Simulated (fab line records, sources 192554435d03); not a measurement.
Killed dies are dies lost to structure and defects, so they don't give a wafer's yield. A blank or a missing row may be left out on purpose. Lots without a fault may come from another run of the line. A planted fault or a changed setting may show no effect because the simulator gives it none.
Split-lot experiment | flow n5_finfet | 7 lots, 21 wafers read, on a route of 1938 steps

THE SPLIT
At N5_SD_EPI_N_ETCH_35 (etches SOC in N2/H2, overetch 108 nm, time 486 s), the setting time_s was moved away from the recipe's 486 s on 2 of the 21 wafers read, by -20.7% to +14.6%. The other wafers ran this setting at the recipe's value.

FROM THE SPLIT TO THE READING: what the file shows between them, 3 steps
- N5_SD_EPI_N_STRIP_36: strips in N2/H2
- N5_SD_EPI_N_ETCHBACK_44: etches SiNx in CH3F/O2, stops on SiO2, target depth 14.5 nm
- N5_SD_EPI_N_ETCH_45: etches SiOCN in CH3F/O2, target depth 6 nm

THE READING
SiARC_of_SD_EPI_N_COAT_33.thk_nm (the simulator's own value, which no gauge read), in nm, at N5_SD_EPI_N_ETCH_16 (etches SiO2 in CHF3/O2, target depth 5 nm). The file gives no usual value for it. The 19 wafers here that ran the recipe average 12.5 nm, standard deviation 0.41 nm.

wafer  | tool, chamber at the split | time_s as run, s | against the recipe | SiARC_of_SD_EPI_N_COAT_33.thk_nm, nm | against lot-mates on the recipe
L076.2 | rie_diel-03, 3             | 486              | recipe             | 12.8                                 | -
L076.5 | rie_diel-03, 3             | 486              | recipe             | 12.8                                 | -
L076.4 | rie_diel-03, 2             | 385.3            | -20.7%             | 15                                   | +2.2
L078.4 | rie_diel-01, 0             | 556.8            | +14.6%             | 10.6                                 | -1.9
L078.5 | rie_diel-01, 0             | 486              | recipe             | 12.8                                 | -
L078.6 | rie_diel-01, 3             | 486              | recipe             | 12.2                                 | -
L080.2 | rie_diel-01, 0             | 486              | recipe             | 12.8                                 | -
L080.3 | rie_diel-01, 1,3           | 486              | recipe             | 11.8                                 | -
L080.4 | rie_diel-01, 1,3           | 486              | recipe             | 12                                   | -
L087.1 | rie_diel-01, 3             | 486              | recipe             | 12.2                                 | -
L087.2 | rie_diel-01, 0             | 486              | recipe             | 13                                   | -
L087.5 | rie_diel-01, 0             | 486              | recipe             | 12.8                                 | -
L088.1 | rie_diel-03, 1,3           | 486              | recipe             | 13                                   | -
L088.2 | rie_diel-03, 1,3           | 486              | recipe             | 13                                   | -
L088.4 | rie_diel-03, 0             | 486              | recipe             | 12.6                                 | -
L089.1 | rie_diel-01, 1             | 486              | recipe             | 11.8                                 | -
L089.3 | rie_diel-01, 3             | 486              | recipe             | 12                                   | -
L089.4 | rie_diel-01, 0             | 486              | recipe             | 12.6                                 | -
L097.1 | rie_diel-04, 0             | 486              | recipe             | 13                                   | -
L097.3 | rie_diel-04, 2,3           | 486              | recipe             | 12.4                                 | -
L097.5 | rie_diel-04, 2,3           | 486              | recipe             | 12.4                                 | -
Where a row lists several chambers, the file gives one row for several wafers and doesn't say which wafer went through which chamber.

THE FIT
A straight line over all 21 wafers: SiARC_of_SD_EPI_N_COAT_33.thk_nm changes by -0.124 nm for each +1% of time_s; r = -0.87; the points scatter about the line by 0.41 nm.
The same after taking each lot's own level away (the mean of its wafers on the recipe; 21 wafers): -0.114 nm for each +1%; r = -0.90; scatter 0.31 nm.
On that fit, the largest move of time_s shifts the reading by 2.4 nm.
The lots' own levels span 12.13 to 12.87 nm, that is 1.8 times the standard deviation above.
So the lot-to-lot level changes the slope little: the two slopes agree.
Check: with one of the wafers moved furthest among these (-20.7%) left out of the fit, the line predicts +2.7 nm for it against its lot-mates. It came out at +2.2 nm against them.

OTHER SPLITS ON THESE WAFERS
These wafers also went through other splits before the reading. Each is held against what the fit with the lots' levels taken away leaves over:
other split on the same wafers | wafers away from the commonest value | r with SiARC_of_SD_EPI_N_COAT_33.thk_nm (lot level and that fit taken away)
N5_WELL_APT_COAT_02 spin_rpm   | 7                                    | -0.46
N5_FIN_CUT_EXPOSE_05 dose_mj   | 5                                    | -0.18
N5_SD_EPI_N_DESCUM_14 time_s   | 11                                   | -0.28

THE WHOLE CHAIN: every reading that the file lists as answering this split, in the file's order
step                | what it does                                     | reading                                                                           | change (the file's fit)               | r (the file's)
N5_SD_EPI_N_ETCH_35 | etches SOC in N2/H2, overetch 108 nm, time 486 s | SiARC_of_SD_EPI_N_COAT_33.thk_nm (the simulator's own value, which no gauge read) | -0.124 nm for each +1% of the setting | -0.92
N5_SD_EPI_N_ETCH_16 | etches SiO2 in CHF3/O2, target depth 5 nm        | SiARC_of_SD_EPI_N_COAT_33.thk_nm (the simulator's own value, which no gauge read) | -0.114 nm for each +1% of the setting | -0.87

THE FILE'S OWN FIT
SiARC_of_SD_EPI_N_COAT_33.thk_nm changes by -0.114 nm for each +1% of time_s, r = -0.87.
